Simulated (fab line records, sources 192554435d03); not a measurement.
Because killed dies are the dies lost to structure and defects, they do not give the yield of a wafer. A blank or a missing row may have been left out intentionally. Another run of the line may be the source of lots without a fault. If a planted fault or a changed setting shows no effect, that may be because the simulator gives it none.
fab line records | flow n5Finfet
record: lots: 7 | wafers: 39
route steps=1938 shown FIN_SAQP@130 SPACER0@258 MOL_CONTACT_COAG@609 BEOL_M1@813 BEOL_M5@1160
startH: the number of hours between the record's first day and the start of the first shown wafer of the lot | waitH: how many hours have passed since the lot's step before this one | " the same as in the row above | L1.1+2: a single row standing in for several wafers | - value missing, or start not given | * or withheld: withheld | < > ~ a bound
route shown NAME@n: NAME is a module with steps in the file, n the number in the route of the first one | usual: the fault-free wafers' mean and standard deviation | same: alike in all rows | chamber/n: place in a boat | sites: readings site by site | _std_site: their standard deviation | _edge_site: outer sites' mean less inner sites' | radiusMm: for every site, how far away it sits from the centre of the wafer | mask NAME#n: copy n | behind: the tool/chamber that last shaped the wafer | hold: the reason the lot was held/the length of the hold in hours/how it ended | device: names the non-switching transistor (n, p or np) | end of line: at the end of the route, the tests of the same wafers | a step without rows: its recipe alone | killed: dies that structure and defects cost at the first sort, which is not the same as the wafer's yield | map: a wafer's dies, marking killed ones x, the rest . and places with no die _
set.NAME: the run value of the setting; set.NAME@STEP: its run value at that earlier step | model.NAME: the simulator's own value behind a step, which no gauge read
lots where settings were altered on purpose, with a table for each step and a row for each wafer
== steps ==
step: N5_FIN_SAQP_ETCH_65
recipe: chemistry: CF4 | target: SiO2 | targetDepthA: 40 | ionEnergyEv: 350 | timeS: 4.4 | pressureMtorr: 10 | icpW: 800 | biasW: 400 | cf4FlowSccm: 80
lot.wafer | tool     | chamber | startH | waitH | set.timeS | model.etch.depthNm
L081.1    | rieSi-02 | 2       | 66.56  | 0.1   | 4.4       | 3.992
L081.2    | "        | 1       | "      | "     | 4.4       | 3.922
L081.3    | "        | 0       | "      | "     | 6.08      | 5.463
L081.4    | "        | 3       | "      | "     | 6.08      | 5.577
L081.5    | "        | 0       | "      | "     | 4.4       | 3.947
L081.6    | "        | 1       | "      | "     | 6.08      | 5.433
L085.1    | rieSi-04 | 3       | 90.89  | 0.1   | 6.465     | 5.898
L085.2    | "        | 1       | "      | "     | 4.4       | 4.225
L085.3    | "        | 2       | "      | "     | 4.4       | 3.998
L085.4    | "        | 0       | "      | "     | 6.465     | 5.682
L085.5    | "        | 0       | "      | "     | 6.465     | 5.725
L085.6    | "        | 1       | "      | "     | 4.4       | 4.244
L086.1    | rieSi-04 | 1       | 98.07  | 0.1   | 3.15      | 3.031
L086.2    | "        | 2       | "      | "     | 4.4       | 3.989
L086.3    | "        | 0       | "      | "     | 3.15      | 2.777
L086.4    | "        | 3       | "      | "     | 4.4       | 3.951
L086.5    | "        | 1       | "      | "     | 4.4       | 4.221
L086.6    | "        | 2       | "      | "     | 3.15      | 2.846
L089.1    | rieSi-03 | 2       | 114.71 | 0.1   | 4.4       | 3.977
L089.2    | "        | 3       | "      | "     | 4.4       | 3.876
L089.3    | "        | 1       | "      | "     | 4.4       | 4.139
L089.4    | "        | 0       | "      | "     | 4.4       | 4.021
L089.5    | "        | 2       | "      | "     | 4.4       | 3.935
L089.6    | "        | 1       | "      | "     | 4.4       | 4.111
L090.1    | rieSi-04 | 2       | 121.16 | 0.1   | 3.301     | 2.995
L090.2    | "        | 1       | "      | "     | 4.4       | 4.191
L090.3    | "        | 0       | "      | "     | 4.4       | 3.875
L090.4    | "        | 3       | "      | "     | 3.301     | 2.978
L090.5    | "        | 1       | "      | "     | 4.4       | 4.196
L090.6    | "        | 2       | "      | "     | 3.301     | 2.988
L091.1    | rieSi-03 | 0       | 126.60 | 0.1   | 4.4       | 3.997
L091.2    | "        | 1       | "      | "     | 4.4       | 4.167
L091.5    | "        | 3       | "      | "     | 4.4       | 3.874
L092.1    | rieSi-03 | 2       | 132.60 | 0.1   | 4.4       | 3.935
L092.2    | "        | 3       | "      | "     | 4.4       | 3.878
L092.3    | "        | 1       | "      | "     | 4.4       | 4.148
L092.4    | "        | 0       | "      | "     | 4.4       | 3.996
L092.5    | "        | 2       | "      | "     | 4.4       | 3.929
L092.6    | "        | 3       | "      | "     | 4.4       | 3.86
step: N5_SPACER0_ALD_07
recipe: material: SiNx | targetThkA: 20 | tempC: 400 | aldPrecursorFamily: SiH2I2 | aldCoReactant: N2/H2-plasma | pressureTorr: 2
lot.wafer        | tool      | chamber     | startH | waitH | set.targetThkA | model.SiNx_of_SPACER0_ALD_07.thkNm
L081.1+2+3       | aldSin-01 | 3,0,1       | 90.06  | 0.0   | 20             | 2
L081.4+5+6       | "         | 0,3,1       | "      | "     | 16.39          | 1.6
L085.1+2+3+4+5+6 | aldSin-03 | 1,3,2,0,1,0 | 115.25 | 0.0   | 20             | 2
L086.1+2+3+4+5+6 | aldSin-03 | 1,0,2,3,1,2 | 122.72 | 0.0   | 20             | 2
L089.1+4+5       | aldSin-03 | 3,1,1       | 138.71 | 0.1   | 30.71          | 3
L089.2+3+6       | "         | 2,0,2       | "      | "     | 20             | 2
L090.1+3+4       | aldSin-04 | 1,0,2       | 144.04 | 0.1   | 20             | 2
L090.2+5+6       | "         | 3,2,3       | "      | "     | 28             | 2.8
L091.1+2+5       | aldSin-03 | 2,0,1       | 150.58 | 0.4   | 20             | 2
L092.1+2+4       | aldSin-03 | 1,2,3       | 156.42 | 0.0   | 20             | 2
L092.3+5+6       | "         | 0,1,0       | "      | "     | 8.372          | 0.8
step: N5_MOL_CONTACT_COAG_ETCHBACK_134
recipe: chemistry: CHF3 | target: SiO2 | targetDepthA: 100 | timeS: 6.7 | ionEnergyEv: 200 | pressureMtorr: 30 | sourceW: 610 | biasW: 170 | Ar_flow_sccm: 200 | CHF3_flow_sccm: 50
lot.wafer    | tool       | chamber | startH | waitH | set.targetDepthA | model.CAR-EUV_of_MOL_CONTACT_COAG_COAT_34.thkNm
L081.1+5     | rieDiel-03 | 3,0     | 140.25 | 0.3   | 100              | 15.4
L081.2+4+6   | "          | 2,0,1   | "      | "     | 69.38            | 16
L081.3       | "          | 1       | "      | "     | 100              | 15.6
L085.1+2+3+6 | rieDiel-02 | 0,1,2,0 | 166.49 | 0.1   | 100              | 15.6
L085.4       | "          | 3       | "      | "     | 100              | 15.8
L085.5       | "          | 3       | "      | "     | 100              | 15.4
L086.1+4+6   | rieDiel-02 | 1,2,3   | 179.18 | 0.3   | 50.24            | 16.4
L086.2+5     | "          | 3,0     | "      | "     | 100              | 15.6
L086.3       | "          | 0       | "      | "     | 100              | 15.8
L089.1       | rieDiel-06 | 3       | 194.87 | 0.1   | 68.57            | 16.2
L089.2       | "          | 2       | "      | "     | 100              | 16
L089.3       | "          | 1       | "      | "     | 100              | 15.6
L089.4       | "          | 0       | "      | "     | 100              | 15.8
L089.5       | "          | 3       | "      | "     | 68.57            | 16.4
L089.6       | "          | 2       | "      | "     | 68.57            | 16
L090.1       | rieDiel-02 | 1       | 194.88 | 0.1   | 100              | 15.6
L090.2       | "          | 0       | "      | "     | 100              | 16
L090.3+4     | "          | 2,3     | "      | "     | 55.68            | 16.2
L090.5       | "          | 2       | "      | "     | 55.68            | 16.4
L090.6       | "          | 1       | "      | "     | 100              | 15.8
L091.1       | rieDiel-06 | 3       | 202.21 | 0.2   | 100              | 15.6
L091.2       | "          | 0       | "      | "     | 100              | 15.8
L091.5       | "          | 1       | "      | "     | 100              | 16
L092.1       | rieDiel-06 | 3       | 212.97 | 0.1   | 75.18            | 15.8
L092.2       | "          | 0       | "      | "     | 100              | 15.2
L092.3       | "          | 1       | "      | "     | 75.18            | 16
L092.4       | "          | 2       | "      | "     | 100              | 15.6
L092.5       | "          | 1       | "      | "     | 75.18            | 15.6
L092.6       | "          | 0       | "      | "     | 100              | 15.4
step: N5_BEOL_M1_CVD_47
recipe: material: Co | targetThkA: 30 | tempC: withheld | precursor: CCTBA/H2 | pressureTorr: 30 | timeS: 223.8
lot.wafer  | tool     | chamber | startH | waitH | set.targetThkA | model.Co_of_BEOL_M1_CVD_47.thkNm
L081.1+6   | cvdCo-01 | 0       | 172.31 | 0.0   | 30             | 3.2
L081.2     | "        | 1       | "      | "     | 46.36          | 5
L081.3     | "        | 2       | "      | "     | 46.36          | 4.6
L081.4     | "        | 1       | "      | "     | 30             | 3.4
L081.5     | "        | 2       | "      | "     | 46.36          | 4.8
L085.1     | cvdCo-01 | 2       | 196.29 | 0.2   | 13.37          | 1.4
L085.2+5+6 | "        | 0,1,2   | "      | "     | 30             | 3
L085.3     | "        | 1       | "      | "     | 13.37          | 1.6
L085.4     | "        | 0       | "      | "     | 13.37          | 1.2
L086.1+2   | cvdCo-02 | 2,0     | 205.27 | 0.1   | 20.63          | 2
L086.3+4+6 | "        | 1,1,0   | "      | "     | 30             | 2.8
L086.5     | "        | 2       | "      | "     | 20.63          | 1.8
L089.1+6   | cvdCo-01 | 2       | 218.51 | 0.1   | 30             | 2.8
L089.2+3+5 | "        | 1,0,1   | "      | "     | 30             | 3
L089.4     | "        | 0       | "      | "     | 30             | 3.2
L090.1     | cvdCo-02 | 2       | 225.62 | 0.0   | 30             | 2.8
L090.2+3   | "        | 0,1     | "      | "     | 30             | 3
L090.4+6   | "        | 0,2     | "      | "     | 18.87          | 1.8
L090.5     | "        | 1       | "      | "     | 18.87          | 2
L091.1+2   | cvdCo-02 | 2,0     | 228.81 | 0.0   | 30             | 3
L091.5     | "        | 2       | "      | "     | 30             | 2.8
L092.1     | cvdCo-02 | 1       | 239.56 | 0.4   | 12.53          | 1.4
L092.2     | "        | 0       | "      | "     | 12.53          | 1.2
L092.3     | "        | 2       | "      | "     | 30             | 2.8
L092.4     | "        | 1       | "      | "     | 30             | 3.2
L092.5     | "        | 0       | "      | "     | 30             | 3
L092.6     | "        | 2       | "      | "     | 12.53          | 1
step: N5_BEOL_M5_TRENCH_ETCH_37
recipe: chemistry: C4F6/O2 | targetDepthA: 716.52 | target: SiCOH_lowk | timeS: 24.7 | ionEnergyEv: 250 | pressureMtorr: 30 | sourceW: 345 | biasW: 185 | Ar_flow_sccm: 300 | C4F6_flow_sccm: 10 | O2_flow_sccm: 10
lot.wafer | tool       | chamber | startH | waitH | set.targetDepthA | model.etch.depthNm | model.BEOL_M5.featureDepthNm
L081.1    | rieDiel-05 | 0       | -      | -     | 716.52           | 71.06              | 71
L081.2    | "          | 1       | "      | "     | 716.52           | 69.97              | 70
L081.3    | "          | 3       | "      | "     | 716.52           | 67.15              | 67.2
L081.4    | "          | 2       | "      | "     | 935.6            | 92.34              | 92.4
L081.5    | "          | 3       | "      | "     | 935.6            | 87.95              | 88
L081.6    | "          | 0       | "      | "     | 935.6            | 93                 | 93
L085.1    | rieDiel-05 | 3       | -      | -     | 596.3            | 56.33              | 56.4
L085.2    | "          | 1       | "      | "     | 716.52           | 69.92              | 70
L085.3    | "          | 0       | "      | "     | 716.52           | 71.77              | 71.8
L085.4    | "          | 2       | "      | "     | 716.52           | 71.71              | 71.8
L085.5    | "          | 0       | "      | "     | 596.3            | 59.96              | 60
L085.6    | "          | 3       | "      | "     | 596.3            | 56.5               | 56.4
L086.1    | rieDiel-04 | 3       | -      | -     | 716.52           | 73.88              | 73.8
L086.2    | "          | 1       | "      | "     | 716.52           | 72.82              | 72.8
L086.3    | "          | 0       | "      | "     | 716.52           | 70.49              | 70.4
L086.4    | "          | 2       | "      | "     | 716.52           | 73.01              | 73
L086.5    | "          | 2       | "      | "     | 716.52           | 73.12              | 73.2
L086.6    | "          | 1       | "      | "     | 716.52           | 72.5               | 72.4
L089.1    | rieDiel-01 | 0       | -      | -     | 716.52           | 70.72              | 70.8
L089.2    | "          | 2       | "      | "     | 716.52           | 71.05              | 71
L089.3    | "          | 1       | "      | "     | 555.8            | 53.58              | 53.6
L089.4    | "          | 3       | "      | "     | 716.52           | 70.92              | 71
L089.5    | "          | 0       | "      | "     | 555.8            | 54.62              | 54.6
L089.6    | "          | 1       | "      | "     | 555.8            | 54.01              | 54
L090.1    | rieDiel-04 | 1       | -      | -     | 324.2            | 33.03              | 33
L090.2    | "          | 2       | "      | "     | 716.52           | 72.73              | 72.8
L090.3    | "          | 0       | "      | "     | 324.2            | 31.63              | 31.6
L090.4    | "          | 3       | "      | "     | 716.52           | 73.14              | 73.2
L090.5    | "          | 2       | "      | "     | 324.2            | 32.93              | 33
L090.6    | "          | 1       | "      | "     | 716.52           | 72.86              | 72.8
L091.1    | rieDiel-01 | 1       | -      | -     | 716.52           | 69.89              | 69.8
L091.2    | "          | 3       | "      | "     | 716.52           | 71.16              | 71.2
L091.5    | "          | 3       | "      | "     | 716.52           | 71.3               | 71.2
L092.1    | rieDiel-01 | 0       | -      | -     | 716.52           | 71.93              | 72
L092.2    | "          | 1       | "      | "     | 716.52           | 70.2               | 70.2
L092.3    | "          | 3       | "      | "     | 716.52           | 72.31              | 72.4
L092.4    | "          | 3       | "      | "     | 716.52           | 71.77              | 71.8
L092.5    | "          | 0       | "      | "     | 716.52           | 72.09              | 72
L092.6    | "          | 1       | "      | "     | 716.52           | 70.72              | 70.8
step: N5_BEOL_M5_ETCH_41
recipe: chemistry: CH3F/O2 | target: SiCN | targetDepthA: 315 | taperDeg: 2 | timeS: 56.7 | ionEnergyEv: 120 | maskMaterial: TiN | pressureMtorr: 30 | sourceW: 395 | biasW: 75 | Ar_flow_sccm: 150 | CH3F_flow_sccm: 30 | O2_flow_sccm: 20
step: N5_BEOL_M5_STRIP_91
recipe: chemistry: N2/H2 | timeS: 10 | powerW: 450 | tempC: 40 | pressureMtorr: 20 | rfFrequencyHz: 6e+07 | biasPowerW: 7 | n2FlowSccm: 200 | h2FlowSccm: 200
step: N5_BEOL_M5_OCD_MEAS_38
usual: trenchDepthNm: 71.3/1.7
lot.wafer | tool   | chamber | startH | waitH | set.targetDepthA@BEOL_M5_TRENCH_ETCH_37 | trenchDepthNm
L081.1    | ocd-02 | -       | 214.99 | -     | 716.52                                  | 71.3
L081.2    | "      | -       | "      | "     | 716.52                                  | 69.9
L081.3    | "      | -       | "      | "     | 716.52                                  | 67.0
L081.4    | "      | -       | "      | "     | 935.6                                   | 91.8
L081.5    | "      | -       | "      | "     | 935.6                                   | 88.0
L081.6    | "      | -       | "      | "     | 935.6                                   | 93.0
L085.1    | ocd-02 | -       | 230.80 | -     | 596.3                                   | 56.0
L085.2    | "      | -       | "      | "     | 716.52                                  | 69.7
L085.3    | "      | -       | "      | "     | 716.52                                  | 71.7
L085.4    | "      | -       | "      | "     | 716.52                                  | 71.8
L085.5    | "      | -       | "      | "     | 596.3                                   | 60.3
L085.6    | "      | -       | "      | "     | 596.3                                   | 56.5
L086.1    | ocd-01 | -       | 247.50 | -     | 716.52                                  | 73.6
L086.2    | "      | -       | "      | "     | 716.52                                  | 73.4
L086.3    | "      | -       | "      | "     | 716.52                                  | 70.8
L086.4    | "      | -       | "      | "     | 716.52                                  | 73.2
L086.5    | "      | -       | "      | "     | 716.52                                  | 73.2
L086.6    | "      | -       | "      | "     | 716.52                                  | 72.7
L089.1    | ocd-02 | -       | 264.27 | -     | 716.52                                  | 70.6
L089.2    | "      | -       | "      | "     | 716.52                                  | 71.2
L089.3    | "      | -       | "      | "     | 555.8                                   | 53.6
L089.4    | "      | -       | "      | "     | 716.52                                  | 71.1
L089.5    | "      | -       | "      | "     | 555.8                                   | 54.7
L089.6    | "      | -       | "      | "     | 555.8                                   | 53.8
L090.1    | ocd-02 | -       | 274.17 | -     | 324.2                                   | 33.7
L090.2    | "      | -       | "      | "     | 716.52                                  | 72.9
L090.3    | "      | -       | "      | "     | 324.2                                   | 31.9
L090.4    | "      | -       | "      | "     | 716.52                                  | 72.8
L090.5    | "      | -       | "      | "     | 324.2                                   | 33.5
L090.6    | "      | -       | "      | "     | 716.52                                  | 72.9
L091.1    | ocd-02 | -       | 276.02 | -     | 716.52                                  | 69.7
L091.2    | "      | -       | "      | "     | 716.52                                  | 71.5
L091.5    | "      | -       | "      | "     | 716.52                                  | 71.3
L092.1    | ocd-02 | -       | 280.05 | -     | 716.52                                  | 72.0
L092.2    | "      | -       | "      | "     | 716.52                                  | 70.1
L092.3    | "      | -       | "      | "     | 716.52                                  | 72.2
L092.4    | "      | -       | "      | "     | 716.52                                  | 71.9
L092.5    | "      | -       | "      | "     | 716.52                                  | 72.0
L092.6    | "      | -       | "      | "     | 716.52                                  | 70.7
step: N5_BEOL_M5_HM_STRIP_39
recipe: chemistry: peroxideTinStrip | material: TiN | targetDepthA: 250 | tempC: 50 | timeS: 158
step: N5_BEOL_M5_SRD_40
recipe: timeS: 30 | tempC: 23 | rinseLiquid: diw | dry: ipaMarangoni
step: N5_BEOL_M5_ECD_50
recipe: material: Cu | targetThkA: 3000
step: N5_BEOL_M5_ANNEAL_51
recipe: tempC: 225 | timeS: 90 | ambient: N2
step: N5_BEOL_M5_CMP_52
recipe: stopOn: SiCOH_lowk | tOverpolishS: 6.9 | downForcePsi: 1 | platenRpm: 50 | clearingPlatenDownForcePsi: 1.5 | clearingPlatenRpm: 50 | postCmpClean: cuAlkaline | targetThkNm: 62 | clearingPlatenPadVelocityMS: 0.99484 | padVelocityMS: 0.99484
lot.wafer  | tool   | chamber | startH | waitH | set.targetDepthA@BEOL_M5_TRENCH_ETCH_37 | model.Cu_of_BEOL_M5_ECD_50.thkNm
L081.1     | cmp-04 | 1       | 221.76 | 0.3   | 716.52                                  | 60.2
L081.2     | "      | 2       | "      | "     | 716.52                                  | 60.4
L081.4     | "      | 3       | "      | "     | 935.6                                   | 80.6
L081.3     | "      | 0       | "      | "     | 716.52                                  | 58
L081.5     | "      | 1       | "      | "     | 935.6                                   | 76.4
L081.6     | "      | 2       | "      | "     | 935.6                                   | 83
L085.3     | cmp-02 | 0       | 238.30 | 0.8   | 716.52                                  | 61.6
L085.4     | "      | 1       | "      | "     | 716.52                                  | 59
L085.2     | "      | 2       | "      | "     | 716.52                                  | 58.6
L085.1     | "      | 3       | "      | "     | 596.3                                   | 48.6
L085.5     | "      | 0       | "      | "     | 596.3                                   | 49.4
L085.6     | "      | 1       | "      | "     | 596.3                                   | 45.8
L086.2     | cmp-01 | 0       | 254.73 | 0.2   | 716.52                                  | 64
L086.3     | "      | 1       | "      | "     | 716.52                                  | 60.2
L086.4     | "      | 2       | "      | "     | 716.52                                  | 64.2
L086.1     | "      | 3       | "      | "     | 716.52                                  | 66.6
L086.5     | "      | 0       | "      | "     | 716.52                                  | 62.6
L086.6     | "      | 1       | "      | "     | 716.52                                  | 62.8
L089.1     | cmp-01 | 1       | 270.44 | 0.3   | 716.52                                  | 60.6
L089.4     | "      | 2       | "      | "     | 716.52                                  | 63
L089.2     | "      | 3       | "      | "     | 716.52                                  | 63.8
L089.3+5   | "      | 0,1     | "      | "     | 555.8                                   | 44.4
L089.6     | "      | 2       | "      | "     | 555.8                                   | 47
L090.1+5   | cmp-04 | 2       | 280.70 | 0.3   | 324.2                                   | 24.6
L090.3     | "      | 3       | "      | "     | 324.2                                   | 20.8
L090.2     | "      | 0       | "      | "     | 716.52                                  | 66
L090.4     | "      | 1       | "      | "     | 716.52                                  | 62.8
L090.6     | "      | 3       | "      | "     | 716.52                                  | 63.4
L091.2     | cmp-01 | 0       | 284.32 | 0.2   | 716.52                                  | 65
L091.1     | "      | 2       | "      | "     | 716.52                                  | 63.2
L091.5     | "      | 0       | "      | "     | 716.52                                  | 64.4
L092.2     | cmp-04 | 1       | 289.03 | 0.2   | 716.52                                  | 61
L092.3     | "      | 2       | "      | "     | 716.52                                  | 65.4
L092.4+5+6 | "      | 3,1,2   | "      | "     | 716.52                                  | 63.4
L092.1     | "      | 0       | "      | "     | 716.52                                  | 65
step: N5_BEOL_M5_THK_MEAS_53
recipe: thkMeasGauge: xrf | reads: Cu_of_BEOL_M5_ECD_50
usual: M5_THK: 63.2/2.4
lot.wafer | tool         | chamber | startH | waitH | set.targetDepthA@BEOL_M5_TRENCH_ETCH_37 | M5_THK[nm]
L081.1    | filmMetro-02 | -       | 222.06 | -     | 716.52                                  | 60.6
L081.2    | "            | -       | "      | "     | 716.52                                  | 60.9
L081.3    | "            | -       | "      | "     | 716.52                                  | 58.5
L081.4    | "            | -       | "      | "     | 935.6                                   | 81.2
L081.5    | "            | -       | "      | "     | 935.6                                   | 77.4
L081.6    | "            | -       | "      | "     | 935.6                                   | 83.5
L085.1    | filmMetro-02 | -       | 238.59 | -     | 596.3                                   | 49.0
L085.2    | "            | -       | "      | "     | 716.52                                  | 59.1
L085.3    | "            | -       | "      | "     | 716.52                                  | 62.2
L085.4    | "            | -       | "      | "     | 716.52                                  | 59.3
L085.5    | "            | -       | "      | "     | 596.3                                   | 49.5
L085.6    | "            | -       | "      | "     | 596.3                                   | 46.1
L086.1    | filmMetro-02 | -       | 255.03 | -     | 716.52                                  | 67.6
L086.2    | "            | -       | "      | "     | 716.52                                  | 65.0
L086.3    | "            | -       | "      | "     | 716.52                                  | 60.7
L086.4    | "            | -       | "      | "     | 716.52                                  | 65.0
L086.5    | "            | -       | "      | "     | 716.52                                  | 63.4
L086.6    | "            | -       | "      | "     | 716.52                                  | 63.5
L089.1    | filmMetro-01 | -       | 270.73 | -     | 716.52                                  | 61.6
L089.2    | "            | -       | "      | "     | 716.52                                  | 65.0
L089.3    | "            | -       | "      | "     | 555.8                                   | 45.2
L089.4    | "            | -       | "      | "     | 716.52                                  | 64.0
L089.5    | "            | -       | "      | "     | 555.8                                   | 45.0
L089.6    | "            | -       | "      | "     | 555.8                                   | 47.7
L090.1    | filmMetro-01 | -       | 280.99 | -     | 324.2                                   | 25.3
L090.2    | "            | -       | "      | "     | 716.52                                  | 67.9
L090.3    | "            | -       | "      | "     | 324.2                                   | 21.4
L090.4    | "            | -       | "      | "     | 716.52                                  | 64.5
L090.5    | "            | -       | "      | "     | 324.2                                   | 25.2
L090.6    | "            | -       | "      | "     | 716.52                                  | 65.1
L091.1    | filmMetro-02 | -       | 284.58 | -     | 716.52                                  | 64.1
L091.2    | "            | -       | "      | "     | 716.52                                  | 66.0
L091.5    | "            | -       | "      | "     | 716.52                                  | 65.3
L092.1    | filmMetro-01 | -       | 289.32 | -     | 716.52                                  | 66.4
L092.2    | "            | -       | "      | "     | 716.52                                  | 62.4
L092.3    | "            | -       | "      | "     | 716.52                                  | 67.1
L092.4    | "            | -       | "      | "     | 716.52                                  | 64.7
L092.5    | "            | -       | "      | "     | 716.52                                  | 64.9
L092.6    | "            | -       | "      | "     | 716.52                                  | 65.1
step: N5_BEOL_M5_PRE_CLEAN_77
recipe: gas: NH3/H2 | timeS: 15 | tempC: * | rfPowerW: 300
step: N5_BEOL_M5_CO_CAP_78
recipe: material: Co | targetThkA: 20 | tempC: 200 | precursor: CCTBA/H2 | pressureTorr: 30 | timeS: 102.1
step: N5_BEOL_M5_PRE_CLEAN_55
recipe: gas: NH3 | timeS: 15 | tempC: withheld | rfPowerW: 300
step: N5_BEOL_M5_DEP_56
recipe: material: SiCN | targetThkA: 80 | tempC: withheld | precursor: 3MS/NH3 | pressureTorr: 3 | rfW: 202 | timeS: 14
step: N5_BEOL_M5_RS_MEAS_57
recipe: thkMeasGauge: four-point-probe | reads: Co_of_BEOL_M5_CO_CAP_78+Cu_of_BEOL_M5_ECD_50+Co_of_BEOL_M5_CVD_47+TaN_of_BEOL_M5_ALD_86
usual: M5_RS: 0.386/0.018
lot.wafer | tool         | chamber | startH | waitH | set.targetDepthA@BEOL_M5_TRENCH_ETCH_37 | M5_RS[ohm/sq]
L081.1    | filmMetro-02 | -       | 222.32 | 0.0   | 716.52                                  | 0.402
L081.2    | "            | -       | "      | "     | 716.52                                  | 0.399
L081.3    | "            | -       | "      | "     | 716.52                                  | 0.418
L081.4    | "            | -       | "      | "     | 935.6                                   | 0.282
L081.5    | "            | -       | "      | "     | 935.6                                   | 0.301
L081.6    | "            | -       | "      | "     | 935.6                                   | 0.273
L085.1    | filmMetro-01 | -       | 240.06 | 0.0   | 596.3                                   | 0.521
L085.2    | "            | -       | "      | "     | 716.52                                  | 0.414
L085.3    | "            | -       | "      | "     | 716.52                                  | 0.390
L085.4    | "            | -       | "      | "     | 716.52                                  | 0.410
L085.5    | "            | -       | "      | "     | 596.3                                   | 0.510
L085.6    | "            | -       | "      | "     | 596.3                                   | 0.561
L086.1    | filmMetro-01 | -       | 255.29 | 0.0   | 716.52                                  | 0.355
L086.2    | "            | -       | "      | "     | 716.52                                  | 0.373
L086.3    | "            | -       | "      | "     | 716.52                                  | 0.401
L086.4    | "            | -       | "      | "     | 716.52                                  | 0.370
L086.5    | "            | -       | "      | "     | 716.52                                  | 0.382
L086.6    | "            | -       | "      | "     | 716.52                                  | 0.381
L089.1    | filmMetro-02 | -       | 271.09 | 0.0   | 716.52                                  | 0.396
L089.2    | "            | -       | "      | "     | 716.52                                  | 0.374
L089.3    | "            | -       | "      | "     | 555.8                                   | 0.583
L089.4    | "            | -       | "      | "     | 716.52                                  | 0.379
L089.5    | "            | -       | "      | "     | 555.8                                   | 0.586
L089.6    | "            | -       | "      | "     | 555.8                                   | 0.543
L090.1    | filmMetro-01 | -       | 281.25 | 0.0   | 324.2                                   | 1.266
L090.2    | "            | -       | "      | "     | 716.52                                  | 0.359
L090.3    | "            | -       | "      | "     | 324.2                                   | 1.594
L090.4    | "            | -       | "      | "     | 716.52                                  | 0.381
L090.5    | "            | -       | "      | "     | 324.2                                   | 1.274
L090.6    | "            | -       | "      | "     | 716.52                                  | 0.376
L091.1    | filmMetro-01 | -       | 284.84 | 0.0   | 716.52                                  | 0.378
L091.2    | "            | -       | "      | "     | 716.52                                  | 0.365
L091.5    | "            | -       | "      | "     | 716.52                                  | 0.370
L092.1    | filmMetro-02 | -       | 289.58 | 0.0   | 716.52                                  | 0.365
L092.2    | "            | -       | "      | "     | 716.52                                  | 0.392
L092.3    | "            | -       | "      | "     | 716.52                                  | 0.361
L092.4    | "            | -       | "      | "     | 716.52                                  | 0.377
L092.5    | "            | -       | "      | "     | 716.52                                  | 0.375
L092.6    | "            | -       | "      | "     | 716.52                                  | 0.375
== key ==
split: step: N5_FIN_SAQP_ETCH_65 | setting: timeS | stated: 4.4 | by: wafer
response: step: N5_FIN_SAQP_ETCH_65 | reading: model.etch.depthNm | change: +0.0383 | per: 1% | r: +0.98
split: step: N5_SPACER0_ALD_07 | setting: targetThkA | stated: 20 | by: wafer
response: step: N5_SPACER0_ALD_07 | reading: model.SiNx_of_SPACER0_ALD_07.thkNm | change: +0.0199 | per: 1% | r: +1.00
split: step: N5_MOL_CONTACT_COAG_ETCHBACK_134 | setting: targetDepthA | stated: 100 | by: wafer
response: step: N5_MOL_CONTACT_COAG_ETCHBACK_134 | reading: model.CAR-EUV_of_MOL_CONTACT_COAG_COAT_34.thkNm | change: -0.0138 | per: 1% | r: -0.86
split: step: N5_BEOL_M1_CVD_47 | setting: targetThkA | stated: 30 | by: wafer
response: step: N5_BEOL_M1_CVD_47 | reading: model.Co_of_BEOL_M1_CVD_47.thkNm | change: +0.0292 | per: 1% | r: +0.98
split: step: N5_BEOL_M5_TRENCH_ETCH_37 | setting: targetDepthA | stated: 716.52 | by: wafer
response: step: N5_BEOL_M5_TRENCH_ETCH_37 | reading: model.etch.depthNm | change: +0.737 | per: 1% | r: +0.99
response: step: N5_BEOL_M5_TRENCH_ETCH_37 | reading: model.BEOL_M5.featureDepthNm | change: +0.738 | per: 1% | r: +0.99
response: step: N5_BEOL_M5_OCD_MEAS_38 | reading: trenchDepthNm | change: +0.73 | per: 1% | r: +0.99
response: step: N5_BEOL_M5_CMP_52 | reading: model.Cu_of_BEOL_M5_ECD_50.thkNm | change: +0.729 | per: 1% | r: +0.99
response: step: N5_BEOL_M5_THK_MEAS_53 | reading: M5_THK | change: +0.746 | per: 1% | r: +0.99
response: step: N5_BEOL_M5_RS_MEAS_57 | reading: M5_RS | change: -0.0138 | per: 1% | r: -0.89
